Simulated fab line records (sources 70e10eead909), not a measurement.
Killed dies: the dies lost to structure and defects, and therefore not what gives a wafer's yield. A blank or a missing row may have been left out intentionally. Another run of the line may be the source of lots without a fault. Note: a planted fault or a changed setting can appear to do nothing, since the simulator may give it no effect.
Which tool did it? + flow nandHarc + Sampling: 10 lots, 30 wafers, 4 of 1159 route steps

## WHAT THE GAUGES READ, wafer by wafer
NHARC_A_CHANNEL_HOLE_D1_CD_MEAS_30.
| lot  | measured     | on       | cdNm (nm)      |
|------|--------------|----------|----------------|
| L328 | day 8 12:12  | cdSem-01 | 91.1 89.8 93.5 |
| L330 | day 9 03:13  | cdSem-01 | 88.4 89.6 91.0 |
| L331 | day 9 08:56  | cdSem-01 | 88.1 90.7 92.5 |
| L342 | day 11 21:31 | cdSem-02 | -1.1 1.6 1.4   |
| L339 | day 11 21:13 | cdSem-02 | 0.8 1.0 1.6    |
| L341 | day 11 17:06 | cdSem-03 | 87.6 92.5 87.7 |
| L344 | day 12 10:42 | cdSem-03 | 86.9 86.3 86.9 |
| L347 | day 13 03:20 | cdSem-02 | 92.2 88.0 91.2 |
| L350 | day 14 09:37 | cdSem-03 | 90.4 88.2 88.5 |
| L351 | day 14 13:49 | cdSem-01 | 92.6 87.7 88.4 |

## WHICH TOOL RAN EACH LOT (tool, then ch and the chambers of the sampled wafers, then the start)
| lot  | NHARC_A_CHANNEL_HOLE_D1_ETCH_20 | NHARC_A_CHANNEL_HOLE_D1_ETCH_22 | NHARC_A_CHANNEL_HOLE_D1_STRIP_27             |
|------|---------------------------------|---------------------------------|----------------------------------------------|
| L328 | harEtch-01 ch 0,1, day 8 06:52  | harEtch-01 ch 0,1, day 8 07:40  | rieDiel-02 ch 0,1, day 8 12:12 or earlier    |
| L330 | harEtch-01 ch 0,1, day 8 21:56  | harEtch-01 ch 0,1, day 8 22:50  | rieDiel-02 ch 1,2,3, day 9 03:13 or earlier  |
| L331 | harEtch-01 ch 0,1, day 9 03:34  | harEtch-01 ch 0,1, day 9 04:22  | rieDiel-02 ch 0,3, day 9 08:56 or earlier    |
| L342 | harEtch-01 ch 0,1, day 11 16:06 | harEtch-01 ch 0,1, day 11 16:52 | rieDiel-02 ch 0,2, day 11 21:31 or earlier   |
| L339 | harEtch-02 ch 0,1, day 11 15:49 | harEtch-02 ch 0,1, day 11 16:34 | rieDiel-08 ch 0,2,3, day 11 21:13 or earlier |
| L341 | harEtch-02 ch 1, day 11 11:38   | harEtch-02 ch 1, day 11 12:24   | rieDiel-02 ch 1,2,3, day 11 17:06 or earlier |
| L344 | harEtch-02 ch 0,1, day 12 05:19 | harEtch-02 ch 0,1, day 12 06:07 | rieDiel-08 ch 0,1, day 12 10:42 or earlier   |
| L347 | harEtch-01 ch 0,1, day 12 21:49 | harEtch-01 ch 0,1, day 12 22:37 | rieDiel-10 ch 0,3, day 13 03:20 or earlier   |
| L350 | harEtch-02 ch 0,1, day 14 04:13 | harEtch-02 ch 0,1, day 14 04:58 | rieDiel-08 ch 0,2,3, day 14 09:37 or earlier |
| L351 | harEtch-02 ch 0,1, day 14 08:29 | harEtch-02 ch 0,1, day 14 09:20 | rieDiel-02 ch 0,1,2, day 14 13:49 or earlier |
- NHARC_A_CHANNEL_HOLE_D1_ETCH_20: etches the open film in C4F8/O2/Ar, time 361.9 s, target depth 1600 nm.
- NHARC_A_CHANNEL_HOLE_D1_ETCH_22: etches the open film in C4F8/O2/Ar, time 666.7 s, target depth 1600 nm.
- NHARC_A_CHANNEL_HOLE_D1_STRIP_27: strips in O2.

## THE ANSWER, worked out from the rows above alone
Rule: the usual values come from the lots themselves. Put in order of their means at a reading, lots are off if they are a third of the lots or fewer, leave a main group of 4 or more, and stand apart from it by a gap of 3 or more times the standard deviation of the main group's means; of several such gaps the widest counts. If all means in a main group match to the digits the tables above print for the reading, that group is not used. Also off: a lot with no number at a reading for which 4 or more lots have one. Where the step has rows for the other lots, those lots are counted as sound.
Off: L342, L339 (NHARC_A_CHANNEL_HOLE_D1_CD_MEAS_30, cdNm). The main group has a mean of 89.6 nm with a standard deviation of 1.3.
If a tool, at a process step before that reading, ran all the lots that are off and no sound lot after the first of them, it fits. The gauges at NHARC_A_CHANNEL_HOLE_D1_CD_MEAS_30 are tried like those tools. Because NHARC_A_CHANNEL_HOLE_D1_STRIP_27 lacks a start for some lots, the hours and order of its lots are taken from NHARC_A_CHANNEL_HOLE_D1_CD_MEAS_30. Of those tried, none fits.

## WHAT THE SIMULATOR PUT IN
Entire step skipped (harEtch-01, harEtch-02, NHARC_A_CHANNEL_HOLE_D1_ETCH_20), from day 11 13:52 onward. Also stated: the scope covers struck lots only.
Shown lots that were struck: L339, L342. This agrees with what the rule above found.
